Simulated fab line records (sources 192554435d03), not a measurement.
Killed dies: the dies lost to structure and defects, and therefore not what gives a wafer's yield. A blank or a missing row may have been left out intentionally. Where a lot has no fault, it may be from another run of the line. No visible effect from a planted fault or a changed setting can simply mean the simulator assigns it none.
Which tool is to blame? || flow n5-finfet || Sampling: 6 lots, 18 wafers, 4 of 1938 route steps

== WHAT EACH GAUGE READ, for each wafer ==
N5_BEOL_M9_THK_MEAS_53: measures by xrf.
{"lot": "L977", "measured": "day 10 06:17", "on": "film-metro-01", "M9_THK (nm)": "146 146 139"}
{"lot": "L979", "measured": "day 10 14:13", "on": "film-metro-01", "M9_THK (nm)": "137 139 140"}
{"lot": "L982", "measured": "day 12 00:02", "on": "film-metro-01", "M9_THK (nm)": "134 142 137"}
{"lot": "L986", "measured": "day 13 04:08", "on": "film-metro-02", "M9_THK (nm)": "145 145 140"}
{"lot": "L988", "measured": "day 13 06:11", "on": "film-metro-02", "M9_THK (nm)": "138 136 135"}
{"lot": "L996", "measured": "day 15 11:32", "on": "film-metro-01", "M9_THK (nm)": "146 146 144"}

== WHAT TOOL EACH LOT RAN ON (gives the tool, then ch and the chambers of the sampled wafers, and finally the start) ==
{"lot": "L977", "N5_BEOL_M9_SURFACE_TREAT_79": "pvd-sputter-02, day 10 05:02", "N5_BEOL_M9_ECD_50": "ecd-cu-02 ch 0,1, day 10 05:21", "N5_BEOL_M9_CMP_52": "cmp-04 ch 0,1,2, day 10 05:59"}
{"lot": "L979", "N5_BEOL_M9_SURFACE_TREAT_79": "pvd-sputter-02, day 10 12:56", "N5_BEOL_M9_ECD_50": "ecd-cu-01 ch 0,1, day 10 13:22", "N5_BEOL_M9_CMP_52": "cmp-02 ch 0,1,3, day 10 13:57"}
{"lot": "L982", "N5_BEOL_M9_SURFACE_TREAT_79": "pvd-sputter-02, day 11 22:56", "N5_BEOL_M9_ECD_50": "ecd-cu-02 ch 0,1, day 11 23:20", "N5_BEOL_M9_CMP_52": "cmp-02 ch 0,2, day 11 23:44"}
{"lot": "L986", "N5_BEOL_M9_SURFACE_TREAT_79": "pvd-sputter-01, day 13 02:40", "N5_BEOL_M9_ECD_50": "ecd-cu-02 ch 0,1, day 13 03:11", "N5_BEOL_M9_CMP_52": "cmp-04 ch 0,1,3, day 13 03:50"}
{"lot": "L988", "N5_BEOL_M9_SURFACE_TREAT_79": "pvd-sputter-02, day 13 04:09", "N5_BEOL_M9_ECD_50": "ecd-cu-02 ch 0,1, day 13 05:29", "N5_BEOL_M9_CMP_52": "cmp-02 ch 1,3, day 13 05:53"}
{"lot": "L996", "N5_BEOL_M9_SURFACE_TREAT_79": "pvd-sputter-01, day 15 10:01", "N5_BEOL_M9_ECD_50": "ecd-cu-01 ch 0,1, day 15 10:37", "N5_BEOL_M9_CMP_52": "cmp-02 ch 0,1,2, day 15 11:19"}
- N5_BEOL_M9_SURFACE_TREAT_79
- N5_BEOL_M9_ECD_50: material Cu, target thk 318 nm.
- N5_BEOL_M9_CMP_52: polishes, stops on SiCOH lowk, t overpolish 7 s, target thk 140 nm.

== THE ANSWER, worked out from the rows above alone ==
Rule: usual is defined by the lots themselves. The widest of any qualifying gaps counts: lots, ordered by their means at a reading, are off when they make up no more than a third of the lots, leave a main group of 4 or more, and stand apart from it by 3 or more times the standard deviation of that group's means. A main group whose means are all the same, to the digits that the tables above print for the reading, isn't used. A lot without any number at a reading at which 4 lots or more have one is off too. Where the step has rows for the other lots, those lots are counted as sound.
None of the lots is off at any reading shown; this tells nothing.

== WHAT WAS PUT IN BY THE SIMULATOR ==
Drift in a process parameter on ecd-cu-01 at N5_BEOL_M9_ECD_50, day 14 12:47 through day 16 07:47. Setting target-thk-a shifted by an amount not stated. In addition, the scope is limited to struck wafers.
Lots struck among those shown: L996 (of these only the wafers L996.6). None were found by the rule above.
